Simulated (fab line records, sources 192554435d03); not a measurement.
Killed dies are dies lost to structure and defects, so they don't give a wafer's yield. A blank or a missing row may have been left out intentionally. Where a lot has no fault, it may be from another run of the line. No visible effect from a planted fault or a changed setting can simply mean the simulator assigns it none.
Split-lot experiment | flow n5-finfet | 7 lots, 21 wafers read, on a route of 1938 steps

== ABOUT THE SPLIT ==
At N5_BEOL_M4_DESCUM_16 (chemistry O2, time 7 s), the setting time-s was moved away from the recipe's 7 s on 5 of the 21 wafers read, by -10.7% to +13.0%. This setting was run at the recipe's value on the other wafers.

== FROM SPLIT TO READING: 1 step shown by the file between the two ==
- N5_BEOL_M4_ETCH_74: etches underlayer in N2/H2, target depth 6.5 nm, time 5.2 s

== THE READING ==
CAR-EUV_of_BEOL_M4_COAT_05.thk-nm (the simulator's own value, which no gauge read), in nm, at N5_BEOL_M4_ETCH_63 (etches SiARC in CF4, target depth 15.6 nm, time 26 s). No usual value for it is given in the file. Across the 16 wafers here that went through the recipe, the average is 11.2 nm and the standard deviation 0.078 nm.

wafer  | tool, chamber at the split | time-s as run, s | against the recipe | CAR-EUV_of_BEOL_M4_COAT_05.thk-nm, nm | against lot-mates on the recipe
L076.3 | rie-diel-02, 1,3           | 7                | recipe             | 11.2                                  | -
L076.4 | rie-diel-02, 1,3           | 7                | recipe             | 11.2                                  | -
L076.5 | rie-diel-02, 3             | 7                | recipe             | 11.2                                  | -
L079.1 | rie-diel-01, 1,2           | 7                | recipe             | 11                                    | -
L079.5 | rie-diel-01, 1             | 7.913            | +13.0%             | 10.6                                  | -0.5
L079.6 | rie-diel-01, 1,2           | 7                | recipe             | 11.2                                  | -
L085.1 | rie-diel-04, 2             | 7.493            | +7.0%              | 11                                    | -0.2
L085.3 | rie-diel-04, 3             | 7                | recipe             | 11.2                                  | -
L085.5 | rie-diel-04, 0             | 7                | recipe             | 11.2                                  | -
L086.1 | rie-diel-04, 3,2           | 7                | recipe             | 11.2                                  | -
L086.3 | rie-diel-04, 3,2           | 7                | recipe             | 11.2                                  | -
L086.2 | rie-diel-04, 1             | 6.25             | -10.7%             | 11.6                                  | +0.4
L087.3 | rie-diel-04, 3             | 7                | recipe             | 11                                    | -
L087.4 | rie-diel-04, 0,3           | 7                | recipe             | 11.2                                  | -
L087.5 | rie-diel-04, 0,3           | 7                | recipe             | 11.2                                  | -
L088.3 | rie-diel-01, 0,1           | 7                | recipe             | 11.2                                  | -
L088.5 | rie-diel-01, 1             | 7                | recipe             | 11.2                                  | -
L088.4 | rie-diel-01, 0,1           | 7                | recipe             | 11                                    | -
L089.1 | rie-diel-04, 0             | 7                | recipe             | 11.2                                  | -
L089.4 | rie-diel-04, 1,0           | 7.659            | +9.4%              | 10.8                                  | -0.4
L089.5 | rie-diel-04, 1,0           | 7.659            | +9.4%              | 11                                    | -0.2
Where a row lists several chambers, the file gives one row for several wafers and doesn't say which wafer went through which chamber.

THE FIT
A straight line over all 21 wafers: CAR-EUV_of_BEOL_M4_COAT_05.thk-nm changes by -0.0359 nm for each +1% of time-s; r = -0.90; the points scatter about the line by 0.088 nm.
The same after taking each lot's own level away (the mean of its wafers on the recipe; 21 wafers): -0.0351 nm for each +1%; r = -0.92; scatter 0.072 nm.
That fit puts the effect of the largest move of time-s on the reading at 0.46 nm.
Measured against the standard deviation above, the lots' own levels, which go from 11.10 to 11.20 nm, span 1.3 times it.
The two slopes agree, so the slope changes little with the lot-to-lot level.
Check: with one of the wafers moved furthest among these (+13.0%) left out of the fit, the line predicts -0.431 nm for it against its lot-mates. Against them it came out at -0.5 nm.

== THE WHOLE CHAIN: every reading that the file lists as answering this split, in the file's order ==
step                 | what it does                                                | reading                                                                            | change (the file's fit)                | r (the file's)
N5_BEOL_M4_DESCUM_16 | chemistry O2, time 7 s                                      | CAR-EUV_of_BEOL_M4_COAT_05.thk-nm (the simulator's own value, which no gauge read) | -0.0364 nm for each +1% of the setting | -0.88
N5_BEOL_M4_ETCH_74   | etches underlayer in N2/H2, target depth 6.5 nm, time 5.2 s | CAR-EUV_of_BEOL_M4_COAT_05.thk-nm (the simulator's own value, which no gauge read) | -0.04 nm for each +1% of the setting   | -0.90
N5_BEOL_M4_ETCH_63   | etches SiARC in CF4, target depth 15.6 nm, time 26 s        | CAR-EUV_of_BEOL_M4_COAT_05.thk-nm (the simulator's own value, which no gauge read) | -0.0355 nm for each +1% of the setting | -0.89

== FILE'S OWN FIT ==
CAR-EUV_of_BEOL_M4_COAT_05.thk-nm changes by -0.0355 nm for each +1% of time-s, r = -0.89.
